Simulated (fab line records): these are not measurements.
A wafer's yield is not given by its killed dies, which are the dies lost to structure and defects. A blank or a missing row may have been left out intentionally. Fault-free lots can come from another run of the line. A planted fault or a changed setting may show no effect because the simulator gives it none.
Which tool did it? + flow n5_finfet + Sampling: 24 lots, 72 wafers, 3 of 1938 route steps

== WHAT THE GAUGES READ, wafer by wafer ==
N5_BEOL_M1_CD_MEAS_35: target cd 18 nm, target cd y 21 nm. Usual: 17.98 nm for cd_nm, sd 0.28.
| lot  | measured     | on        | cd_nm (nm)        | flag |
|------|--------------|-----------|-------------------|------|
| L074 | day 6 04:08  | cd_sem-02 | 17.91 17.75 17.85 |      |
| L075 | day 6 19:13  | cd_sem-01 | 17.46 17.88 17.92 |      |
| L077 | day 6 22:13  | cd_sem-01 | 17.71 17.56 18.12 |      |
| L076 | day 7 09:28  | cd_sem-03 | 18.32 18.46 18.08 |      |
| L078 | day 7 10:24  | cd_sem-03 | 17.84 18.36 17.87 |      |
| L079 | day 7 14:26  | cd_sem-03 | 17.80 18.02 18.09 |      |
| L080 | day 7 15:34  | cd_sem-01 | 17.65 17.71 17.53 |      |
| L081 | day 8 19:47  | cd_sem-03 | 17.86 17.86 18.02 |      |
| L084 | day 8 23:17  | cd_sem-01 | 18.22 18.78 18.48 |      |
| L083 | day 9 04:17  | cd_sem-01 | 17.79 17.92 17.84 |      |
| L082 | day 9 08:01  | cd_sem-03 | 17.15 17.73 17.60 |      |
| L085 | day 9 11:36  | cd_sem-01 | 18.13 18.41 17.93 |      |
| L086 | day 9 15:47  | cd_sem-01 | 17.94 18.20 17.95 |      |
| L087 | day 9 18:59  | cd_sem-03 | 18.02 17.76 18.09 |      |
| L088 | day 10 01:36 | cd_sem-01 | 17.95 18.05 17.66 |      |
| L089 | day 10 05:21 | cd_sem-03 | 18.04 18.50 18.20 |      |
| L090 | day 10 16:38 | cd_sem-01 | 18.58 17.95 18.14 |      |
| L091 | day 11 07:11 | cd_sem-03 | 18.24 17.68 18.25 |      |
| L092 | day 11 02:08 | cd_sem-03 | 18.33 18.49 18.18 |      |
| L093 | day 11 07:34 | cd_sem-02 | 17.76 17.68 17.99 |      |
| L094 | day 11 12:46 | cd_sem-03 | 18.07 17.89 17.77 |      |
| L095 | day 12 00:55 | cd_sem-01 | 17.77 17.97 17.57 |      |
| L096 | day 12 01:11 | cd_sem-02 | 18.11 18.04 18.15 |      |
| L097 | day 12 06:11 | cd_sem-03 | 18.28 18.14 18.12 |      |

== WHICH TOOL RAN EACH LOT (tool, then ch and the chambers of the sampled wafers, then the start) ==
| lot  | N5_BEOL_M0_DEGAS_112         | N5_BEOL_M0_ANNEAL_117        |
|------|------------------------------|------------------------------|
| L074 | pvd_sputter-03, day 5 20:47  | pvd_sputter-03, day 5 21:39  |
| L075 | pvd_sputter-02, day 6 08:56  | pvd_sputter-01, day 6 09:37  |
| L077 | pvd_sputter-02, day 6 16:23  | pvd_sputter-03, day 6 16:58  |
| L076 | pvd_sputter-01, day 6 16:25  | pvd_sputter-01, day 6 18:31  |
| L078 | pvd_sputter-02, day 6 19:38  | pvd_sputter-03, day 6 21:52  |
| L079 | pvd_sputter-01, day 7 00:41  | pvd_sputter-01, day 7 01:18  |
| L080 | pvd_sputter-01, day 7 07:22  | pvd_sputter-03, day 7 09:33  |
| L081 | pvd_sputter-03, day 8 05:29  | pvd_sputter-02, day 8 06:06  |
| L084 | pvd_sputter-02, day 8 18:03  | pvd_sputter-03, day 8 18:43  |
| L083 | pvd_sputter-02, day 8 20:39  | pvd_sputter-02, day 8 21:25  |
| L082 | pvd_sputter-02, day 8 20:47  | pvd_sputter-02, day 8 21:52  |
| L085 | pvd_sputter-03, day 9 02:39  | pvd_sputter-02, day 9 03:17  |
| L086 | pvd_sputter-03, day 9 07:59  | pvd_sputter-01, day 9 08:58  |
| L087 | pvd_sputter-02, day 9 13:41  | pvd_sputter-01, day 9 14:52  |
| L088 | pvd_sputter-01, day 9 16:39  | pvd_sputter-03, day 9 17:14  |
| L089 | pvd_sputter-02, day 9 22:50  | pvd_sputter-02, day 9 23:57  |
| L090 | pvd_sputter-02, day 10 09:07 | pvd_sputter-02, day 10 09:41 |
| L091 | pvd_sputter-01, day 10 17:13 | pvd_sputter-01, day 10 17:53 |
| L092 | pvd_sputter-02, day 10 17:26 | pvd_sputter-02, day 10 19:54 |
| L093 | pvd_sputter-01, day 10 21:50 | pvd_sputter-01, day 11 00:37 |
| L094 | pvd_sputter-02, day 11 02:41 | pvd_sputter-02, day 11 06:49 |
| L095 | pvd_sputter-03, day 11 07:38 | pvd_sputter-01, day 11 09:51 |
| L096 | pvd_sputter-01, day 11 15:50 | pvd_sputter-01, day 11 16:42 |
| L097 | pvd_sputter-02, day 11 19:05 | pvd_sputter-01, day 11 19:49 |
- N5_BEOL_M0_DEGAS_112: time 60 s.
- N5_BEOL_M0_ANNEAL_117: time 60 s.

== WHAT THE TOOLS THEMSELVES READ (means of the sampled wafers that have a number; where no wafer has one, the mark that the record gives instead) ==
N5_BEOL_M0_DEGAS_112. Usual: 329 W for heater_power_w, sd 23.
| lot  | tool           | heater_power_w (W) | flag |
|------|----------------|--------------------|------|
| L074 | pvd_sputter-03 | 310                |      |
| L075 | pvd_sputter-02 | 345                |      |
| L077 | pvd_sputter-02 | 327                |      |
| L076 | pvd_sputter-01 | 302                |      |
| L078 | pvd_sputter-02 | 337                |      |
| L079 | pvd_sputter-01 | 333                |      |
| L080 | pvd_sputter-01 | 306                |      |
| L081 | pvd_sputter-03 | 316                |      |
| L084 | pvd_sputter-02 | 347                |      |
| L083 | pvd_sputter-02 | 335                |      |
| L082 | pvd_sputter-02 | 339                |      |
| L085 | pvd_sputter-03 | 311                |      |
| L086 | pvd_sputter-03 | 313                |      |
| L087 | pvd_sputter-02 | 340                |      |
| L088 | pvd_sputter-01 | 314                |      |
| L089 | pvd_sputter-02 | 345                |      |
| L090 | pvd_sputter-02 | 333                |      |
| L091 | pvd_sputter-01 | 307                |      |
| L092 | pvd_sputter-02 | 343                |      |
| L093 | pvd_sputter-01 | 316                |      |
| L094 | pvd_sputter-02 | 343                |      |
| L095 | pvd_sputter-03 | 306                |      |
| L096 | pvd_sputter-01 | 329                |      |
| L097 | pvd_sputter-02 | 343                |      |

N5_BEOL_M0_ANNEAL_117. Usual: 806 W for heater_power_w, sd 71.
| lot  | tool           | heater_power_w (W) | flag |
|------|----------------|--------------------|------|
| L074 | pvd_sputter-03 | 737                |      |
| L075 | pvd_sputter-01 | 757                |      |
| L077 | pvd_sputter-03 | 866                |      |
| L076 | pvd_sputter-01 | 727                |      |
| L078 | pvd_sputter-03 | 787                |      |
| L079 | pvd_sputter-01 | 795                |      |
| L080 | pvd_sputter-03 | 756                |      |
| L081 | pvd_sputter-02 | 858                |      |
| L084 | pvd_sputter-03 | 784                |      |
| L083 | pvd_sputter-02 | 867                |      |
| L082 | pvd_sputter-02 | 872                |      |
| L085 | pvd_sputter-02 | 849                |      |
| L086 | pvd_sputter-01 | 747                |      |
| L087 | pvd_sputter-01 | 745                |      |
| L088 | pvd_sputter-03 | 755                |      |
| L089 | pvd_sputter-02 | 840                |      |
| L090 | pvd_sputter-02 | 872                |      |
| L091 | pvd_sputter-01 | 748                |      |
| L092 | pvd_sputter-02 | 848                |      |
| L093 | pvd_sputter-01 | 763                |      |
| L094 | pvd_sputter-02 | 861                |      |
| L095 | pvd_sputter-01 | 779                |      |
| L096 | pvd_sputter-01 | 768                |      |
| L097 | pvd_sputter-01 | 825                |      |

== THE ANSWER, worked out from the rows above alone ==
Rule: a lot counts as off when the mean over its wafers that have a number is more than 3 standard deviations away from the usual mean. A lot without any number at a reading at which 4 lots or more have one is off too. Where the step has rows for the other lots, those lots are counted as sound. After the gauges, taken in route order, come the tools' own readings; for these a lot's mean is taken, as printed above. At the first step where some lot is off, the reading lying furthest off is the one used; lots without a number count as furthest.
Nothing can be told from this: no lot is off at any reading shown.

== WHAT THE SIMULATOR PUT IN ==
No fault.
